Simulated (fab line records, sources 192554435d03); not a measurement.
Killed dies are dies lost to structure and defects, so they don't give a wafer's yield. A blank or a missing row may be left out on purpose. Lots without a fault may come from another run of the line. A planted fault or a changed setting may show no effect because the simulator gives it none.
Which tool did it? | flow n5_finfet | 10 lots, 30 wafers sampled, at 5 steps of a route of 1938

WHAT THE GAUGES READ, wafer by wafer
N5_BEOL_M1_RS_MEAS_58: measures by four-point-probe.
lot  | measured     | on            | M1_RS (ohm/sq)
L891 | day 7 13:32  | film_metro-01 | 0.71 0.72 0.68
L894 | day 7 15:37  | film_metro-01 | 0.69 0.64 0.68
L895 | day 7 16:11  | film_metro-01 | 0.69 0.69 0.64
L899 | day 8 20:17  | film_metro-01 | 0.67 0.66 0.65
L900 | day 8 21:46  | film_metro-01 | 0.69 0.71 0.67
L903 | day 9 13:49  | film_metro-02 | 0.67 0.64 0.65
L904 | day 10 01:24 | film_metro-02 | 0.69 0.70 0.70
L905 | day 10 02:20 | film_metro-02 | 0.66 0.69 0.66
L911 | day 11 12:32 | film_metro-02 | 0.69 0.69 0.70
L913 | day 11 21:14 | film_metro-01 | 0.69 0.66 0.65

N5_BEOL_M1_INSPECT_59: inspects for defects (darkfield).
lot  | measured     | on                | raw_defect_count
L891 | day 7 13:34  | defect_inspect-02 | 43 43 91
L894 | day 7 15:39  | defect_inspect-01 | 60 88 65
L895 | day 7 16:12  | defect_inspect-02 | 68 75 39
L899 | day 8 20:19  | defect_inspect-02 | 116 125 96
L900 | day 8 21:47  | defect_inspect-02 | 53 76 51
L903 | day 9 13:50  | defect_inspect-02 | 27 56 61
L904 | day 10 01:25 | defect_inspect-02 | 39 67 47
L905 | day 10 02:22 | defect_inspect-02 | 62 73 94
L911 | day 11 12:34 | defect_inspect-01 | 73 101 72
L913 | day 11 21:16 | defect_inspect-01 | 87 136 124

N5_BEOL_M2_OVL_MEAS_12.
lot  | measured     | on         | M2_OVL (nm)
L891 | day 7 15:41  | overlay-01 | -0.7 0.3 -0.4
L894 | day 7 17:53  | overlay-02 | -1.0 -0.5 -0.4
L895 | day 7 18:23  | overlay-02 | -1.2 -0.7 -0.7
L899 | day 8 21:18  | overlay-02 | 0.0 -0.2 0.1
L900 | day 9 00:31  | overlay-01 | -0.2 -0.2 -0.6
L903 | day 9 15:02  | overlay-02 | -0.2 -0.4 0.0
L904 | day 10 03:08 | overlay-02 | -1.0 -0.1 0.9
L905 | day 10 03:44 | overlay-01 | -0.7 -0.1 -0.8
L911 | day 11 14:07 | overlay-01 | -0.2 -0.3 -0.1
L913 | day 11 22:06 | overlay-02 | 0.2 1.0 0.0

N5_BEOL_M4_RC_MEAS_101.
lot  | measured     | on        | DIBL_N (mV/V)  | DIBL_P (mV/V)  | IOFF_N (nA/um) | IOFF_P (nA/um) | ION_N (uA/um) | ION_P (uA/um) | SS_N (mV/dec)  | SS_P (mV/dec)  | VT_N (mV)   | VT_P (mV)
L891 | day 9 11:10  | prober-01 | 39.2 37.5 33.2 | 40.5 39.0 32.6 | 0.22 0.17 0.10 | 0.34 0.29 0.18 | 686 677 646   | 483 471 455   | 71.1 71.0 69.9 | 74.5 73.9 72.5 | 243 247 255 | -239 -244 -252
L894 | day 9 21:14  | prober-02 | 35.1 36.8 35.6 | 35.1 37.9 36.8 | 0.14 0.16 0.15 | 0.18 0.22 0.21 | 679 668 680   | 466 460 469   | 71.7 71.1 70.9 | 72.6 74.0 72.8 | 252 253 250 | -252 -251 -249
L895 | day 9 15:41  | prober-02 | 36.5 34.4 33.4 | 36.7 34.7 32.6 | 0.15 0.12 0.11 | 0.19 0.16 0.14 | 653 667 650   | 448 453 442   | 71.6 71.0 70.7 | 73.3 72.7 71.6 | 254 254 257 | -258 -257 -257
L899 | day 10 22:46 | prober-01 | 36.2 36.9 35.3 | 36.5 37.1 35.5 | 0.14 0.16 0.13 | 0.21 0.23 0.20 | 674 673 674   | 459 467 465   | 71.4 71.7 71.0 | 73.3 74.2 73.5 | 256 251 251 | -252 -245 -250
L900 | day 11 09:17 | prober-02 | 36.3 37.3 36.5 | 36.6 38.0 37.6 | 0.15 0.16 0.16 | 0.21 0.23 0.22 | 678 659 681   | 468 459 463   | 71.1 71.4 71.4 | 73.3 74.0 73.7 | 252 250 247 | -252 -248 -250
L903 | day 11 17:41 | prober-01 | 39.4 37.4 37.5 | 38.3 34.6 36.3 | 0.19 0.15 0.16 | 0.29 0.22 0.26 | 660 660 674   | 458 462 468   | 72.1 71.8 72.5 | 74.2 73.2 73.5 | 249 252 251 | -245 -248 -248
L904 | day 12 08:23 | prober-01 | 35.5 33.3 35.3 | 35.2 32.9 34.6 | 0.13 0.11 0.14 | 0.18 0.16 0.18 | 650 656 665   | 451 459 452   | 71.8 70.9 71.5 | 73.1 72.7 73.1 | 252 254 253 | -251 -254 -251
L905 | day 12 15:44 | prober-02 | 34.9 36.9 36.8 | 35.8 37.6 38.6 | 0.13 0.18 0.17 | 0.18 0.22 0.24 | 671 673 672   | 456 454 463   | 72.0 72.6 71.8 | 73.1 73.7 73.5 | 253 250 249 | -253 -250 -248
L911 | day 14 07:06 | prober-01 | 37.4 37.4 38.9 | 38.4 38.9 38.7 | 0.16 0.17 0.18 | 0.22 0.25 0.24 | 678 667 654   | 468 455 452   | 71.0 71.4 72.4 | 74.4 73.9 74.9 | 251 253 254 | -249 -247 -249
L913 | day 14 07:49 | prober-02 | 38.0 39.0 37.8 | 37.2 39.1 36.6 | 0.19 0.23 0.18 | 0.26 0.31 0.25 | 699 682 674   | 472 467 463   | 71.8 71.8 72.4 | 73.5 74.1 73.6 | 249 245 248 | -244 -244 -245

WHICH TOOL RAN EACH LOT (tool, then ch and the chambers of the sampled wafers, then the start)
lot  | N5_BEOL_M2_ETCH_74
L891 | rie_diel-04 ch 1,2, day 7 15:49
L894 | rie_diel-02 ch 0,2,3, day 7 18:00
L895 | rie_diel-05 ch 0,1,2, day 7 18:31
L899 | rie_diel-04 ch 0,1, day 8 21:26
L900 | rie_diel-02 ch 0,1,2, day 9 00:50
L903 | rie_diel-02 ch 2,3, day 9 15:12
L904 | rie_diel-05 ch 0,3, day 10 03:25
L905 | rie_diel-05 ch 0,2,3, day 10 03:55
L911 | rie_diel-05 ch 0,2,3, day 11 14:29
L913 | rie_diel-02 ch 0,2, day 11 22:19
- N5_BEOL_M2_ETCH_74: etches underlayer in N2/H2, target depth 6.5 nm, time 5.2 s.

WHAT THE TOOLS THEMSELVES READ (means of the sampled wafers that have a number; where no wafer has one, the mark that the record gives instead)
N5_BEOL_M2_ETCH_74.
lot  | tool        | chamber_pressure_mTorr (mTorr) | drypump_motor_current_A (A) | etch_rf_on_time_s (s) | n2_flow_sccm (sccm) | oes_product_au (a.u.) | rf_fwd_power_W (W) | rf_vpp_V (V) | showerhead_plenum_p_Torr (Torr) | throttle_valve_pct (%)
L891 | rie_diel-04 | 29.99                          | 5.6                         | 5.39                  | 200.0               | 0.61                  | 821.5              | 525          | 2.57                            | 18.09
L894 | rie_diel-02 | 29.99                          | 5.7                         | 5.21                  | 200.4               | 0.65                  | 815.6              | 524          | 2.54                            | 17.85
L895 | rie_diel-05 | 30.00                          | 5.9                         | 5.37                  | 200.4               | 0.60                  | 816.0              | 523          | 2.53                            | 18.06
L899 | rie_diel-04 | 29.97                          | 5.5                         | 5.35                  | 200.0               | 0.64                  | 820.0              | 522          | 2.50                            | 17.64
L900 | rie_diel-02 | 29.98                          | 6.0                         | 6.65                  | 199.7               | 0.56                  | 618.5              | 574          | 2.57                            | 17.89
L903 | rie_diel-02 | 30.03                          | 5.9                         | 6.30                  | 200.0               | 0.60                  | 617.7              | 576          | 2.64                            | 17.87
L904 | rie_diel-05 | 29.95                          | 5.8                         | 5.34                  | 199.8               | 0.60                  | 820.2              | 523          | 2.53                            | 18.18
L905 | rie_diel-05 | 29.97                          | 5.7                         | 5.33                  | 200.0               | 0.60                  | 818.0              | 523          | 2.56                            | 18.03
L911 | rie_diel-05 | 30.00                          | 5.7                         | 5.36                  | 200.2               | 0.60                  | 817.5              | 523          | 2.56                            | 18.06
L913 | rie_diel-02 | 29.96                          | 6.0                         | 5.16                  | 200.0               | 0.75                  | 820.2              | 528          | 2.69                            | 17.58

THE ANSWER, worked out from the rows above alone
Rule: what is usual is taken from the lots themselves. Put in order of their means at a reading, lots are off if they are a third of the lots or fewer, leave a main group of 4 or more, and stand apart from it by a gap of 3 or more times the standard deviation of the main group's means; of several such gaps the widest counts. A main group whose means are all the same, to the digits that the tables above print for the reading, isn't used. A lot without any number at a reading at which 4 lots or more have one is off too. The other lots that the step has rows for count as sound. The gauges are gone through in route order, then the tools' own readings, and for those a lot's mean is taken as printed above. The first step at which some lot is off is used, and at that step the reading that is off furthest; a lot without a number counts as furthest.
Off: L900, L903, at N5_BEOL_M2_ETCH_74 (rf_fwd_power_W). The main group: mean 818.6 W, standard deviation 2.
A tool fits if, at that step or a process step before it, it ran every lot that is off, and no sound lot after the first of them. None of those tried fits.

WHAT THE SIMULATOR HAD PUT IN
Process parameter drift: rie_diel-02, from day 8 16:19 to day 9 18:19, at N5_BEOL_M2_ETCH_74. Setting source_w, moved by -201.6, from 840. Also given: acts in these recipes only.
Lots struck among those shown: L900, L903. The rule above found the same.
